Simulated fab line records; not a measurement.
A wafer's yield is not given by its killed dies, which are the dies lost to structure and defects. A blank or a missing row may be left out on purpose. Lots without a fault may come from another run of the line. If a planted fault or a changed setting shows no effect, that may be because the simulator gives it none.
The tool behind it: which one? :: flow n5-finfet :: 30 wafers from 10 lots sampled at 5 of the route's 1938 steps

WHAT THE GAUGES SHOWED, per wafer
N5_MOL_CONTACT_COAG_THK_MEAS_29. Usual: MD_CAP_THK gives 17.90 nm (standard deviation 0.084).
lot: L396
measured: day 5 05:25
on: film-metro-02
MD_CAP_THK (nm): 17.91 17.86 17.95
flag: 

lot: L397
measured: day 5 07:47
on: film-metro-01
MD_CAP_THK (nm): 17.89 17.78 17.97
flag: 

lot: L400
measured: day 6 01:52
on: film-metro-01
MD_CAP_THK (nm): 17.90 17.96 17.96
flag: 

lot: L402
measured: day 6 14:28
on: film-metro-01
MD_CAP_THK (nm): 17.96 17.73 17.76
flag: 

lot: L405
measured: day 7 11:35
on: film-metro-01
MD_CAP_THK (nm): 17.87 17.89 17.92
flag: 

lot: L406
measured: day 7 16:26
on: film-metro-02
MD_CAP_THK (nm): 17.83 17.90 17.90
flag: 

lot: L411
measured: day 9 07:26
on: film-metro-01
MD_CAP_THK (nm): 17.83 17.91 17.93
flag: 

lot: L413
measured: day 9 09:13
on: film-metro-01
MD_CAP_THK (nm): 17.92 17.90 17.78
flag: 

lot: L418
measured: day 10 19:33
on: film-metro-02
MD_CAP_THK (nm): 17.85 17.99 17.86
flag: 

lot: L419
measured: day 10 21:17
on: film-metro-01
MD_CAP_THK (nm): 17.92 17.85 17.77
flag: 

N5_BEOL_M4_RC_MEAS_101. Usual: DIBL_N 36.5 mV/V, standard deviation 1.4; DIBL_P 36.5 mV/V, standard deviation 1.6; IOFF_N 0.163 nA/um, standard deviation 0.022; IOFF_P 0.219 nA/um, standard deviation 0.029; ION_N 675 uA/um, standard deviation 8.3; ION_P 464 uA/um, standard deviation 6.2; SS_N 71.5 mV/dec, standard deviation 0.52; SS_P 73.4 mV/dec, standard deviation 0.57; VT_N 249.7 mV, standard deviation 2.6; VT_P -250 mV, standard deviation 3.
lot: L396
measured: day 7 20:59
on: prober-02
DIBL_N (mV/V): 35.8 38.3 36.7
DIBL_P (mV/V): 35.3 37.5 37.0
IOFF_N (nA/um): 0.140 0.177 0.152
IOFF_P (nA/um): 0.185 0.224 0.201
ION_N (uA/um): 661 671 670
ION_P (uA/um): 459 462 465
SS_N (mV/dec): 71.2 72.1 71.2
SS_P (mV/dec): 72.5 73.1 72.9
VT_N (mV): 250.8 248.6 249.0
VT_P (mV): -250 -247 -249
flag: 

lot: L397
measured: day 8 03:10
on: prober-01
DIBL_N (mV/V): 38.3 36.7 36.8
DIBL_P (mV/V): 37.0 34.9 34.5
IOFF_N (nA/um): 0.170 0.139 0.136
IOFF_P (nA/um): 0.252 0.215 0.199
ION_N (uA/um): 673 661 669
ION_P (uA/um): 472 462 468
SS_N (mV/dec): 71.9 71.2 70.9
SS_P (mV/dec): 73.3 73.9 73.2
VT_N (mV): 252.2 254.3 253.8
VT_P (mV): -249 -248 -249
flag: 

lot: L400
measured: day 9 19:38
on: prober-02
DIBL_N (mV/V): 38.0 37.2 37.7
DIBL_P (mV/V): 38.5 37.4 38.7
IOFF_N (nA/um): 0.187 0.190 0.194
IOFF_P (nA/um): 0.234 0.208 0.236
ION_N (uA/um): 682 691 687
ION_P (uA/um): 462 466 461
SS_N (mV/dec): 72.1 72.5 72.0
SS_P (mV/dec): 74.0 72.4 73.9
VT_N (mV): 247.6 245.4 246.8
VT_P (mV): -249 -251 -251
flag: 

lot: L402
measured: day 9 16:14
on: prober-02
DIBL_N (mV/V): 33.4 35.9 33.5
DIBL_P (mV/V): 33.0 36.4 33.4
IOFF_N (nA/um): 0.120 0.169 0.123
IOFF_P (nA/um): 0.162 0.212 0.164
ION_N (uA/um): 675 688 666
ION_P (uA/um): 459 473 457
SS_N (mV/dec): 71.2 72.3 71.3
SS_P (mV/dec): 72.3 73.6 72.5
VT_N (mV): 252.0 247.8 251.7
VT_P (mV): -251 -249 -254
flag: 

lot: L405
measured: day 11 00:24
on: prober-02
DIBL_N (mV/V): 38.6 36.2 37.8
DIBL_P (mV/V): 37.9 34.9 37.6
IOFF_N (nA/um): 0.185 0.140 0.179
IOFF_P (nA/um): 0.256 0.201 0.246
ION_N (uA/um): 682 674 683
ION_P (uA/um): 467 464 475
SS_N (mV/dec): 72.0 71.2 71.0
SS_P (mV/dec): 74.1 73.1 73.8
VT_N (mV): 248.0 251.5 251.6
VT_P (mV): -250 -250 -249
flag: 

lot: L406
measured: day 10 21:46
on: prober-02
DIBL_N (mV/V): 37.1 37.1 36.8
DIBL_P (mV/V): 37.8 37.8 37.4
IOFF_N (nA/um): 0.162 0.166 0.162
IOFF_P (nA/um): 0.220 0.226 0.211
ION_N (uA/um): 679 674 685
ION_P (uA/um): 462 471 466
SS_N (mV/dec): 72.3 71.2 71.0
SS_P (mV/dec): 73.8 73.8 73.7
VT_N (mV): 251.9 248.4 249.9
VT_P (mV): -250 -250 -251
flag: 

lot: L411
measured: day 12 15:24
on: prober-01
DIBL_N (mV/V): 38.6 38.1 38.4
DIBL_P (mV/V): 37.1 36.5 36.5
IOFF_N (nA/um): 0.181 0.173 0.177
IOFF_P (nA/um): 0.226 0.205 0.205
ION_N (uA/um): 682 678 665
ION_P (uA/um): 462 456 450
SS_N (mV/dec): 72.3 72.3 71.2
SS_P (mV/dec): 73.7 73.7 73.2
VT_N (mV): 246.5 248.6 249.0
VT_P (mV): -251 -253 -254
flag: 

lot: L413
measured: day 12 07:55
on: prober-02
DIBL_N (mV/V): 37.0 37.5 37.3
DIBL_P (mV/V): 38.0 37.7 37.9
IOFF_N (nA/um): 0.185 0.187 0.180
IOFF_P (nA/um): 0.256 0.247 0.249
ION_N (uA/um): 686 677 680
ION_P (uA/um): 470 460 467
SS_N (mV/dec): 71.1 72.3 71.8
SS_P (mV/dec): 73.8 73.7 73.4
VT_N (mV): 248.4 250.2 248.8
VT_P (mV): -249 -247 -246
flag: 

lot: L418
measured: day 13 22:22
on: prober-02
DIBL_N (mV/V): 35.7 33.3 35.0
DIBL_P (mV/V): 37.9 34.6 36.6
IOFF_N (nA/um): 0.170 0.127 0.151
IOFF_P (nA/um): 0.230 0.184 0.217
ION_N (uA/um): 681 675 675
ION_P (uA/um): 472 467 465
SS_N (mV/dec): 72.5 71.0 71.1
SS_P (mV/dec): 73.4 72.6 73.3
VT_N (mV): 250.1 252.1 250.0
VT_P (mV): -248 -251 -249
flag: 

lot: L419
measured: day 14 04:43
on: prober-02
DIBL_N (mV/V): 36.6 37.2 34.9
DIBL_P (mV/V): 35.7 36.7 33.8
IOFF_N (nA/um): 0.149 0.164 0.132
IOFF_P (nA/um): 0.218 0.243 0.196
ION_N (uA/um): 661 665 667
ION_P (uA/um): 460 458 467
SS_N (mV/dec): 71.8 72.8 71.7
SS_P (mV/dec): 73.4 73.9 72.7
VT_N (mV): 251.6 250.0 254.0
VT_P (mV): -250 -248 -251
flag: 

EACH LOT AND THE TOOL THAT RAN IT (in order: tool; ch and the chambers of the sampled wafers; start)
lot: L396
N5_MOL_CONTACT_COAG_SIL_ANNEAL_21: rtp-anneal-01 ch 0, day 4 21:01
N5_MOL_CONTACT_COAG_ANNEAL_113: rtp-anneal-01 ch 0, day 5 01:32
N5_MOL_CONTACT_COAG_CMP_28: cmp-03 ch 0,2,3, day 5 05:07

lot: L397
N5_MOL_CONTACT_COAG_SIL_ANNEAL_21: rtp-anneal-02 ch 0, day 5 01:02
N5_MOL_CONTACT_COAG_ANNEAL_113: rtp-anneal-02 ch 0, day 5 02:07
N5_MOL_CONTACT_COAG_CMP_28: cmp-03 ch 0,1,3, day 5 07:29

lot: L400
N5_MOL_CONTACT_COAG_SIL_ANNEAL_21: rtp-anneal-02 ch 0, day 5 17:31
N5_MOL_CONTACT_COAG_ANNEAL_113: rtp-anneal-01 ch 0, day 5 21:40
N5_MOL_CONTACT_COAG_CMP_28: cmp-03 ch 1,2, day 6 01:35

lot: L402
N5_MOL_CONTACT_COAG_SIL_ANNEAL_21: rtp-anneal-02 ch 0, day 6 08:18
N5_MOL_CONTACT_COAG_ANNEAL_113: rtp-anneal-01 ch 0, day 6 09:19
N5_MOL_CONTACT_COAG_CMP_28: cmp-03 ch 0,1,2, day 6 14:10

lot: L405
N5_MOL_CONTACT_COAG_SIL_ANNEAL_21: rtp-anneal-01 ch 0, day 7 04:58
N5_MOL_CONTACT_COAG_ANNEAL_113: rtp-anneal-02 ch 0, day 7 06:12
N5_MOL_CONTACT_COAG_CMP_28: cmp-03 ch 0,2,3, day 7 11:25

lot: L406
N5_MOL_CONTACT_COAG_SIL_ANNEAL_21: rtp-anneal-01 ch 0, day 7 10:12
N5_MOL_CONTACT_COAG_ANNEAL_113: rtp-anneal-02 ch 0, day 7 11:38
N5_MOL_CONTACT_COAG_CMP_28: cmp-03 ch 1,2, day 7 16:08

lot: L411
N5_MOL_CONTACT_COAG_SIL_ANNEAL_21: rtp-anneal-02 ch 0, day 8 23:17
N5_MOL_CONTACT_COAG_ANNEAL_113: rtp-anneal-02 ch 0, day 9 00:57
N5_MOL_CONTACT_COAG_CMP_28: cmp-02 ch 0,2, day 9 07:08

lot: L413
N5_MOL_CONTACT_COAG_SIL_ANNEAL_21: rtp-anneal-02 ch 0, day 9 03:16
N5_MOL_CONTACT_COAG_ANNEAL_113: rtp-anneal-02 ch 0, day 9 04:52
N5_MOL_CONTACT_COAG_CMP_28: cmp-02 ch 0,1,2, day 9 08:58

lot: L418
N5_MOL_CONTACT_COAG_SIL_ANNEAL_21: rtp-anneal-01 ch 0, day 10 11:24
N5_MOL_CONTACT_COAG_ANNEAL_113: rtp-anneal-02 ch 0, day 10 12:55
N5_MOL_CONTACT_COAG_CMP_28: cmp-02 ch 0,1,2, day 10 19:18

lot: L419
N5_MOL_CONTACT_COAG_SIL_ANNEAL_21: rtp-anneal-02 ch 0, day 10 12:44
N5_MOL_CONTACT_COAG_ANNEAL_113: rtp-anneal-02 ch 0, day 10 17:04
N5_MOL_CONTACT_COAG_CMP_28: cmp-03 ch 0,2,3, day 10 20:59
- N5_MOL_CONTACT_COAG_SIL_ANNEAL_21: time 60 s.
- N5_MOL_CONTACT_COAG_ANNEAL_113: time 300 s.
- N5_MOL_CONTACT_COAG_CMP_28: polishes, stops on SiNx, t overpolish 0.85 s, target thk 14.522 nm.

WHAT THE TOOLS THEMSELVES READ (means of the sampled wafers that have a number; where no wafer has one, the mark that the record gives instead)
N5_MOL_CONTACT_COAG_SIL_ANNEAL_21. Usual: lamp-power-pct 6.65 %, standard deviation 0.23; wafer_temp_C_max 552.8, standard deviation 0.63.
lot: L396
tool: rtp-anneal-01
lamp-power-pct (%): 6.40
wafer_temp_C_max: 552.5
flag: 

lot: L397
tool: rtp-anneal-02
lamp-power-pct (%): 6.87
wafer_temp_C_max: 552.9
flag: 

lot: L400
tool: rtp-anneal-02
lamp-power-pct (%): 6.87
wafer_temp_C_max: 553.2
flag: 

lot: L402
tool: rtp-anneal-02
lamp-power-pct (%): 6.86
wafer_temp_C_max: 552.9
flag: 

lot: L405
tool: rtp-anneal-01
lamp-power-pct (%): 6.40
wafer_temp_C_max: 553.2
flag: 

lot: L406
tool: rtp-anneal-01
lamp-power-pct (%): 6.40
wafer_temp_C_max: 553.1
flag: 

lot: L411
tool: rtp-anneal-02
lamp-power-pct (%): 6.87
wafer_temp_C_max: 552.6
flag: 

lot: L413
tool: rtp-anneal-02
lamp-power-pct (%): 6.86
wafer_temp_C_max: 552.4
flag: 

lot: L418
tool: rtp-anneal-01
lamp-power-pct (%): 6.41
wafer_temp_C_max: 552.9
flag: 

lot: L419
tool: rtp-anneal-02
lamp-power-pct (%): 6.87
wafer_temp_C_max: 552.4
flag: 

N5_MOL_CONTACT_COAG_ANNEAL_113. Usual: anneal-temp-c 400.01 C, standard deviation 0.24; lamp-power-pct 2.88 %, standard deviation 0.097; wafer_temp_C_max 402.1, standard deviation 0.55.
lot: L396
tool: rtp-anneal-01
anneal-temp-c (C): 399.89
lamp-power-pct (%): 2.75
wafer_temp_C_max: 402.5
flag: 

lot: L397
tool: rtp-anneal-02
anneal-temp-c (C): 399.94
lamp-power-pct (%): 2.95
wafer_temp_C_max: 401.5
flag: 

lot: L400
tool: rtp-anneal-01
anneal-temp-c (C): 399.91
lamp-power-pct (%): 2.75
wafer_temp_C_max: 402.6
flag: 

lot: L402
tool: rtp-anneal-01
anneal-temp-c (C): 400.06
lamp-power-pct (%): 2.75
wafer_temp_C_max: 402.5
flag: 

lot: L405
tool: rtp-anneal-02
anneal-temp-c (C): 400.14
lamp-power-pct (%): 2.95
wafer_temp_C_max: 401.5
flag: 

lot: L406
tool: rtp-anneal-02
anneal-temp-c (C): 400.29
lamp-power-pct (%): 2.95
wafer_temp_C_max: 401.7
flag: 

lot: L411
tool: rtp-anneal-02
anneal-temp-c (C): 400.05
lamp-power-pct (%): 2.95
wafer_temp_C_max: 402.0
flag: 

lot: L413
tool: rtp-anneal-02
anneal-temp-c (C): 399.93
lamp-power-pct (%): 2.95
wafer_temp_C_max: 401.8
flag: 

lot: L418
tool: rtp-anneal-02
anneal-temp-c (C): 399.89
lamp-power-pct (%): 2.95
wafer_temp_C_max: 402.0
flag: 

lot: L419
tool: rtp-anneal-02
anneal-temp-c (C): 399.79
lamp-power-pct (%): 2.95
wafer_temp_C_max: 402.1
flag: 

N5_MOL_CONTACT_COAG_CMP_28. Usual: motor-current-A 12.3 A, standard deviation 1.7; platen-rpm 51.80 rpm, standard deviation 0.036; retaining-ring-pressure-frac 1.000, standard deviation 0.0054; time-to-endpoint-s 4.6 s, standard deviation 1.9.
lot: L396
tool: cmp-03
motor-current-A (A): 14.7
platen-rpm (rpm): 51.75
retaining-ring-pressure-frac: 1.006
time-to-endpoint-s (s): 5.3
flag: 

lot: L397
tool: cmp-03
motor-current-A (A): 13.1
platen-rpm (rpm): 51.80
retaining-ring-pressure-frac: 0.994
time-to-endpoint-s (s): 2.2
flag: 

lot: L400
tool: cmp-03
motor-current-A (A): 11.7
platen-rpm (rpm): 51.81
retaining-ring-pressure-frac: 1.002
time-to-endpoint-s (s): 3.3
flag: 

lot: L402
tool: cmp-03
motor-current-A (A): 12.6
platen-rpm (rpm): 51.87
retaining-ring-pressure-frac: 1.001
time-to-endpoint-s (s): 4.3
flag: 

lot: L405
tool: cmp-03
motor-current-A (A): 14.3
platen-rpm (rpm): 53.87
retaining-ring-pressure-frac: 1.003
time-to-endpoint-s (s): 5.6
flag: OFF

lot: L406
tool: cmp-03
motor-current-A (A): 12.6
platen-rpm (rpm): 53.89
retaining-ring-pressure-frac: 1.002
time-to-endpoint-s (s): 7.4
flag: OFF

lot: L411
tool: cmp-02
motor-current-A (A): 10.8
platen-rpm (rpm): 51.79
retaining-ring-pressure-frac: 0.995
time-to-endpoint-s (s): 3.9
flag: 

lot: L413
tool: cmp-02
motor-current-A (A): 10.9
platen-rpm (rpm): 51.78
retaining-ring-pressure-frac: 1.002
time-to-endpoint-s (s): 5.1
flag: 

lot: L418
tool: cmp-02
motor-current-A (A): 10.9
platen-rpm (rpm): 51.82
retaining-ring-pressure-frac: 1.002
time-to-endpoint-s (s): 6.3
flag: 

lot: L419
tool: cmp-03
motor-current-A (A): 14.1
platen-rpm (rpm): 51.79
retaining-ring-pressure-frac: 1.001
time-to-endpoint-s (s): 7.3
flag: 

THE ANSWER, worked out from the rows above alone
Rule: a lot counts as off when the mean over its wafers that have a number is more than 3 standard deviations away from the usual mean. A lot without any number at a reading at which 4 lots or more have one is off too. Any other lot the step has rows for is counted as sound. After the gauges, taken in route order, come the tools' own readings; for these a lot's mean is taken, as printed above. At the first step where some lot is off, the reading lying furthest off is the one used; lots without a number count as furthest.
Off: L405, L406, at N5_MOL_CONTACT_COAG_CMP_28 (platen-rpm).
If a tool, at that step or one of the process steps before it, ran each lot that is off and ran no sound lot following the first of them, it fits. No candidate that was tried fits.

WHAT THE SIMULATOR HAD INSERTED
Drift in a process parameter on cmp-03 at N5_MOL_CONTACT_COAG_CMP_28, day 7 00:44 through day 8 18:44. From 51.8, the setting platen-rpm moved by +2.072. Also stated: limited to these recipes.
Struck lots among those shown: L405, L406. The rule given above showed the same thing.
